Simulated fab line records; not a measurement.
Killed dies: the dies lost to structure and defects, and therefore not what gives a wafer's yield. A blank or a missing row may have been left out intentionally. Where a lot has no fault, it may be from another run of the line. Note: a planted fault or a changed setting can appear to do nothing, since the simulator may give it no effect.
Split-lot experiment / flow n5_finfet / 21 wafers read from 7 lots, route of 1938 steps

== ON THE SPLIT ==
At N5_BEOL_M8_EXPOSE_08 (exposes mask M8), the setting dose_mj was moved away from the recipe's 68.25 on 8 of the 21 wafers read, by -6.0% to +6.3%. This setting was run at the recipe's value on the other wafers.

== FROM THE SPLIT TO THE READING: what the file shows between them, 15 steps ==
- N5_BEOL_M8_PEB_09: peb time 60 s
- N5_BEOL_M8_DEVELOP_10: develop time 30 s
- N5_BEOL_M8_CD_MEAS_11: target cd 38.5 nm
- N5_BEOL_M8_DESCUM_16: chemistry O2, time 7.9 s
- N5_BEOL_M8_ETCH_61: etches SiARC in CF4, target depth 45.5 nm, time 75.8 s
- N5_BEOL_M8_ETCH_62: etches SOC in N2/H2, target depth 110 nm, overetch 22 nm, time 165 s
- N5_BEOL_M8_STRIP_68: strips in N2/H2
- N5_BEOL_M8_STRIP_67: strips in CF4
- N5_BEOL_M8_HM_OPEN_17: chemistry Cl2/BCl3, target TiN, target depth 20 nm, overetch 6 nm
- N5_BEOL_M8_STRIP_19: strips in O2
- N5_BEOL_M8_CD_MEAS_18: pitch 80 nm, target cd 40 nm
- N5_BEOL_M8_COAT_63: time 60 s, resist thk 60 nm
- N5_BEOL_M8_COAT_64: time 60 s, resist thk 12 nm
- N5_BEOL_M8_PRECLEAN_42: cleans in residue remover, time 60 s
- N5_BEOL_M8_SRD_43: time 30 s

== THE READING ==
cd_nm at N5_BEOL_M8_CD_MEAS_35, given in nm (cd target 40 nm). On this fab line, fault-free wafers typically give 39.7 nm with a standard deviation of 0.8 nm.

wafer=L076.3; tool, chamber at the split=arfi_scanner-02, 0; dose_mj as run=72.55; against the recipe=+6.3%; cd_nm, nm=40.9; against lot-mates on the recipe=+1.4
wafer=L076.5; tool, chamber at the split=arfi_scanner-02, 0; dose_mj as run=68.25; against the recipe=recipe; cd_nm, nm=40.0; against lot-mates on the recipe=-
wafer=L076.6; tool, chamber at the split=arfi_scanner-02, 0; dose_mj as run=68.25; against the recipe=recipe; cd_nm, nm=39.0; against lot-mates on the recipe=-
wafer=L078.1; tool, chamber at the split=arfi_scanner-03, 0; dose_mj as run=71.12; against the recipe=+4.2%; cd_nm, nm=42.1; against lot-mates on the recipe=+2.8
wafer=L078.3; tool, chamber at the split=arfi_scanner-03, 0; dose_mj as run=68.25; against the recipe=recipe; cd_nm, nm=40.0; against lot-mates on the recipe=-
wafer=L078.6; tool, chamber at the split=arfi_scanner-03, 0; dose_mj as run=68.25; against the recipe=recipe; cd_nm, nm=38.6; against lot-mates on the recipe=-
wafer=L079.2; tool, chamber at the split=arfi_scanner-03, 0; dose_mj as run=68.25; against the recipe=recipe; cd_nm, nm=39.5; against lot-mates on the recipe=-
wafer=L079.5; tool, chamber at the split=arfi_scanner-03, 0; dose_mj as run=68.25; against the recipe=recipe; cd_nm, nm=39.2; against lot-mates on the recipe=-
wafer=L079.6; tool, chamber at the split=arfi_scanner-03, 0; dose_mj as run=68.25; against the recipe=recipe; cd_nm, nm=40.1; against lot-mates on the recipe=-
wafer=L080.1; tool, chamber at the split=arfi_scanner-03, 0; dose_mj as run=68.25; against the recipe=recipe; cd_nm, nm=39.0; against lot-mates on the recipe=-
wafer=L080.3; tool, chamber at the split=arfi_scanner-03, 0; dose_mj as run=68.25; against the recipe=recipe; cd_nm, nm=39.5; against lot-mates on the recipe=-
wafer=L080.4; tool, chamber at the split=arfi_scanner-03, 0; dose_mj as run=64.48; against the recipe=-5.5%; cd_nm, nm=36.8; against lot-mates on the recipe=-2.5
wafer=L083.3; tool, chamber at the split=arfi_scanner-02, 0; dose_mj as run=70.15; against the recipe=+2.8%; cd_nm, nm=40.4; against lot-mates on the recipe=+0.4
wafer=L083.4; tool, chamber at the split=arfi_scanner-02, 0; dose_mj as run=68.25; against the recipe=recipe; cd_nm, nm=40.0; against lot-mates on the recipe=-
wafer=L083.6; tool, chamber at the split=arfi_scanner-02, 0; dose_mj as run=70.15; against the recipe=+2.8%; cd_nm, nm=40.7; against lot-mates on the recipe=+0.7
wafer=L085.3; tool, chamber at the split=arfi_scanner-02, 0; dose_mj as run=68.25; against the recipe=recipe; cd_nm, nm=39.5; against lot-mates on the recipe=-
wafer=L085.5; tool, chamber at the split=arfi_scanner-02, 0; dose_mj as run=64.18; against the recipe=-6.0%; cd_nm, nm=36.6; against lot-mates on the recipe=-2.9
wafer=L085.6; tool, chamber at the split=arfi_scanner-02, 0; dose_mj as run=64.18; against the recipe=-6.0%; cd_nm, nm=37.2; against lot-mates on the recipe=-2.3
wafer=L087.2; tool, chamber at the split=arfi_scanner-01, 0; dose_mj as run=68.25; against the recipe=recipe; cd_nm, nm=40.1; against lot-mates on the recipe=-
wafer=L087.4; tool, chamber at the split=arfi_scanner-01, 0; dose_mj as run=65.57; against the recipe=-3.9%; cd_nm, nm=38.3; against lot-mates on the recipe=-1.7
wafer=L087.5; tool, chamber at the split=arfi_scanner-01, 0; dose_mj as run=68.25; against the recipe=recipe; cd_nm, nm=39.8; against lot-mates on the recipe=-

FIT RESULTS
A straight line over all 21 wafers: cd_nm changes by +0.401 nm for each +1% of dose_mj; r = +0.92; the points scatter about the line by 0.55 nm.
The same after taking each lot's own level away (the mean of its wafers on the recipe; 21 wafers): +0.391 nm for each +1%; r = +0.92; scatter 0.53 nm.
On that fit, the largest move of dose_mj shifts the reading by 2.5 nm.
The lots' own levels span 39.25 to 40.00 nm, that is 0.9 times the standard deviation above.
Hence the lot-to-lot level has little effect on the slope; both slopes agree.
Check: +2.74 nm against its lot-mates is what the line predicts for one of the wafers moved furthest among these (+6.3%) when that wafer is left out of the fit. It came out at +1.4 nm against them.

== ADDITIONAL SPLITS CARRIED BY THESE WAFERS ==
These wafers also went through other splits before the reading. Each is held against what the fit with the lots' levels taken away leaves over:
other split on the same wafers=N5_BEOL_M5_COAT_74 spin_rpm; wafers away from the commonest value=7; r with cd_nm (lot level and that fit taken away)=-0.03
other split on the same wafers=N5_BEOL_M6_DESCUM_33 time_s; wafers away from the commonest value=9; r with cd_nm (lot level and that fit taken away)=+0.46
other split on the same wafers=N5_BEOL_M8_PECVD_70 time_s; wafers away from the commonest value=7; r with cd_nm (lot level and that fit taken away)=+0.41

== THE WHOLE CHAIN: every reading that the file lists as answering this split, in the file's order ==
step=N5_BEOL_M8_CD_MEAS_11; what it does=target cd 38.5 nm; reading=cd_nm; change (the file's fit)=+0.421 nm for each +1% of the setting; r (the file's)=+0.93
step=N5_BEOL_M8_ETCH_61; what it does=etches SiARC in CF4, target depth 45.5 nm, time 75.8 s; reading=BEOL_M8.cd_offset_nm (the simulator's own value, which no gauge read); change (the file's fit)=+0.453 nm for each +1% of the setting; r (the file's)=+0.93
step=N5_BEOL_M8_ETCH_62; what it does=etches SOC in N2/H2, target depth 110 nm, overetch 22 nm, time 165 s; reading=BEOL_M8.cd_offset_nm (the simulator's own value, which no gauge read); change (the file's fit)=+0.457 nm for each +1% of the setting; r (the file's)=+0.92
step=N5_BEOL_M8_CD_MEAS_18; what it does=pitch 80 nm, target cd 40 nm; reading=cd_nm; change (the file's fit)=+0.43 nm for each +1% of the setting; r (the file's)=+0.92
step=N5_BEOL_M8_CD_MEAS_35; what it does=target cd 40 nm; reading=cd_nm; change (the file's fit)=+0.391 nm for each +1% of the setting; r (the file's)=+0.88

== THE FILE'S OWN FIT ==
cd_nm changes by +0.391 nm for each +1% of dose_mj, r = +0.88.
